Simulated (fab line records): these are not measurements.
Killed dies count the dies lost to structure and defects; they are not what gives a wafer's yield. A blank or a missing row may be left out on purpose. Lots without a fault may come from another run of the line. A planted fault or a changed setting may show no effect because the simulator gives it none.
Struck lot and sound lot, side by side ; flow n5-finfet ; 15 out of 1938 route steps
Sound: the wafers L311.2, L311.3, L311.6. Struck: wafer L309.6. (L309.4 of the same lot was not struck and is left out.) The cause comes at the end.
Per side, at each step with rows, come the tool, then ch with its chambers, and then its first start. Under that, the readings that differ: sound wafers ; struck wafers ; difference of the means ; sigmas: that difference in standard deviations of wafers without a fault.
alike: a reading whose means differ by less than 2 such deviations, as well as words and numbers matching on both sides. not compared: withheld readings; readings where some wafer has no value; bounds like >300 that might hide an equal value; numbers whose values overlap and for which the record gives no deviation.
Wherever a step has rows on one side only, a row that says differs or no value, or a row with sigmas, the two part there. Non-overlapping numbers with no deviation appear without sigmas and do not part them. Lack of a reading on every wafer of one side parts them only where that side has two or more wafers.

first, 2 steps without rows for these wafers: N5_BEOL_M9_CURE_72 (cures SiCOH lowk, time 120 s); N5_BEOL_M9_DEGAS_44 (time 60 s).
N5_BEOL_M9_PRE_CLEAN_45: time 30 s.
  sound on pvd-sputter-03, day 15 16:35; struck on pvd-sputter-03, day 14 15:10
  alike: heater-power-w
N5_BEOL_M9_ALD_74: deposits TaN, target thk 2 nm, pulse time 2 s, purge time 3 s.
  sound on ald-metal-01 ch 2,3, day 15 16:39; struck on ald-metal-01 ch 0, day 14 15:22
  alike: heater-power-w
N5_BEOL_M9_SURFACE_TREAT_79:
  sound on pvd-sputter-01, day 15 16:56; struck on pvd-sputter-01, day 14 15:37
  not compared: throttle-valve-pct
then, 1 step without rows for these wafers: N5_BEOL_M9_CVD_78 (deposits Co from CCTBA/H2, target thk 2 nm, time 138.9 s).
N5_BEOL_M9_SPUTTER_48: material Cu, target thk 12 nm, time 2 s.
  sound on pvd-sputter-01, day 15 17:08; struck on pvd-sputter-01, day 14 16:01
  alike: chuck-sensor-temp-C, throttle-valve-pct
then, 2 steps without rows for these wafers: N5_BEOL_M9_ECD_50 (material Cu, target thk 318 nm); N5_BEOL_M9_ANNEAL_51 (time 90 s).
N5_BEOL_M9_CMP_52: polishes, stops on SiCOH lowk, t overpolish 7 s, target thk 140 nm.
  sound on cmp-04 ch 0,3, day 15 17:41; struck on cmp-01 ch 0, day 14 16:52
  alike: barrier-field-endpoint-s, motor-current-A, overpolish-run-s, time-to-endpoint-s
N5_BEOL_M9_THK_MEAS_53: measures by xrf.
  sound on film-metro-02, day 15 17:57; struck on film-metro-02, day 14 17:04
reading;sound;struck;difference;sigmas
M9_THK (nm);136.9 143.9 137.1;146.0;+6.7;+3
then, 1 step without rows for these wafers: N5_BEOL_M9_PRE_CLEAN_55 (time 15 s).
N5_BEOL_M9_DEP_56: deposits SiCN from 3MS/NH3, target thk 15 nm, time 26.5 s.
  sound on pecvd-01 ch 0,1,2, day 15 18:01; struck on pecvd-04 ch 2, day 14 17:08
reading;sound;struck;difference;sigmas
throttle-valve-pct (%);8.5 8.9 9.9;7.7;-1.4;-2
model.SiCN_of_BEOL_M9_DEP_56.thk-nm (nm);14.8 14.8 15;20;+5;
  alike: rf-fwd-power-W, showerhead-plenum-p-Torr
N5_BEOL_M9_RS_MEAS_57: a four-point-probe measurement.
  sound on film-metro-02, day 15 18:05; struck on film-metro-02, day 14 17:11
reading;sound;struck;difference;sigmas
M9_RS (ohm/sq);0.153 0.144 0.151;0.143;-0.006;-2
-- the record jumps here: 2 days lie between the struck wafers' starts before and after (it left off in module BEOL_M9 and takes up again in module PASSIVATION, whose first step shown is number 1936 of the route) --
N5_PASSIVATION_PROBE_49:
  the record has rows for the struck wafers here (prober-01, day 17 02:33) and none for the sound ones

WHERE THEY PART
First at N5_BEOL_M9_THK_MEAS_53; last, within this record, at N5_PASSIVATION_PROBE_49.

WHY: the cause the simulator had injected
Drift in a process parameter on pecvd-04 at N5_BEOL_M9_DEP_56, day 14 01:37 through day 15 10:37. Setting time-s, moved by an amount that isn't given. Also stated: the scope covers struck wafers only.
